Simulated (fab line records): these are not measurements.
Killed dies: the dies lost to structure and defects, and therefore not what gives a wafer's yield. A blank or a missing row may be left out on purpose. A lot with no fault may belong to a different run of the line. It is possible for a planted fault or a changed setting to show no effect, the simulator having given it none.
Split-lot experiment    flow n5 finfet    21 wafers read across 7 lots, on a route 1938 steps long

== THE SPLIT ITSELF ==
At N5_HKMG_FIN_ETCH_35 (etches SOC in N2/H2, target depth 215.8 nm, time 243.4 s), the setting time s was moved away from the recipe's 243.4 s on 3 of the 21 wafers read, by -22.3% to +12.4%. The other wafers ran this setting at the recipe's value.

The reading is taken at the split's own step.

== THE READING ==
etch.depth nm (the simulator's own value, which no gauge read), in nm, at N5_HKMG_FIN_ETCH_35 (etches SOC in N2/H2, target depth 215.8 nm, time 243.4 s). There is no usual value for it anywhere in the file. The 18 wafers here that ran the recipe average 214.5 nm, standard deviation 4.4 nm.

wafer   tool, chamber at the split  time s as run, s  against the recipe  etch.depth nm, nm  against lot-mates on the recipe
L075.1  rie diel-02, 2              273.7             +12.4%              238.2              +22.8
L075.2  rie diel-02, 1              273.7             +12.4%              237.1              +21.7
L075.6  rie diel-02, 3              243.4             recipe              215.4              -
L076.2  rie diel-01, 1              243.4             recipe              219.5              -
L076.4  rie diel-01, 3              243.4             recipe              211                -
L076.5  rie diel-01, 1              243.4             recipe              221.8              -
L079.1  rie diel-01, 1              243.4             recipe              217.2              -
L079.3  rie diel-01, 3              243.4             recipe              206.9              -
L079.6  rie diel-01, 0              243.4             recipe              211.3              -
L081.2  rie diel-01, 3              243.4             recipe              210.8              -
L081.3  rie diel-01, 1              243.4             recipe              221.2              -
L081.5  rie diel-01, 3              243.4             recipe              212.4              -
L088.3  rie diel-01, 2              243.4             recipe              213.4              -
L088.5  rie diel-01, 3              243.4             recipe              212.2              -
L088.6  rie diel-01, 0              243.4             recipe              215.9              -
L089.1  rie diel-05, 3              243.4             recipe              221.6              -
L089.4  rie diel-05, 1              243.4             recipe              211.8              -
L089.6  rie diel-05, 0              189.2             -22.3%              166.5              -50.2
L093.1  rie diel-02, 2              243.4             recipe              218.2              -
L093.3  rie diel-02, 1              243.4             recipe              209.2              -
L093.4  rie diel-02, 3              243.4             recipe              210.6              -

THE FIT
A straight line over all 21 wafers: etch.depth nm changes by +2.04 nm for each +1% of time s; r = +0.95; the points scatter about the line by 4.4 nm.
The same after taking each lot's own level away (the mean of its wafers on the recipe; 21 wafers): +2.08 nm for each +1%; r = +0.96; scatter 4.1 nm.
On that fit, the largest move of time s shifts the reading by 46 nm.
The span of the lots' own levels, 211.80 to 217.43 nm, comes to 1.3 times the standard deviation stated above.
Hence the lot-to-lot level has little effect on the slope; both slopes agree.
Check: with one of the wafers moved furthest among these (-22.3%) left out of the fit, the line predicts -39.8 nm for it against its lot-mates. It came out at -50.2 nm against them.

== FURTHER SPLITS ON THESE WAFERS ==
These wafers also went through other splits before the reading. Each is held against what the fit with the lots' levels taken away leaves over:
other split on the same wafers      wafers away from the commonest value  r with etch.depth nm (lot level and that fit taken away)
N5_DUMMY_GATE_ETCH_37 source w      6                                     +0.09
N5_SD_EPI_N_ETCH_35 time s          3                                     +0.09
N5_SD_EPI_N_ETCH_16 target depth a  7                                     -0.18
N5_HKMG_FIN_COAT_43 spin rpm        8                                     -0.28

== THE WHOLE CHAIN: every reading that the file lists as answering this split, in the file's order ==
step                 what it does                                              reading                                                                          change (the file's fit)               r (the file's)
N5_HKMG_FIN_ETCH_35  etches SOC in N2/H2, target depth 215.8 nm, time 243.4 s  HKMG_FIN.feature depth nm (the simulator's own value, which no gauge read)       +2.14 nm for each +1% of the setting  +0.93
N5_HKMG_FIN_ETCH_35  etches SOC in N2/H2, target depth 215.8 nm, time 243.4 s  SOC_of_HKMG_FIN_COAT_29.thk nm (the simulator's own value, which no gauge read)  -2.2 nm for each +1% of the setting   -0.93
N5_HKMG_FIN_ETCH_35  etches SOC in N2/H2, target depth 215.8 nm, time 243.4 s  etch.depth nm (the simulator's own value, which no gauge read)                   +2.14 nm for each +1% of the setting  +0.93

== FILE'S OWN FIT ==
etch.depth nm changes by +2.14 nm for each +1% of time s, r = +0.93.
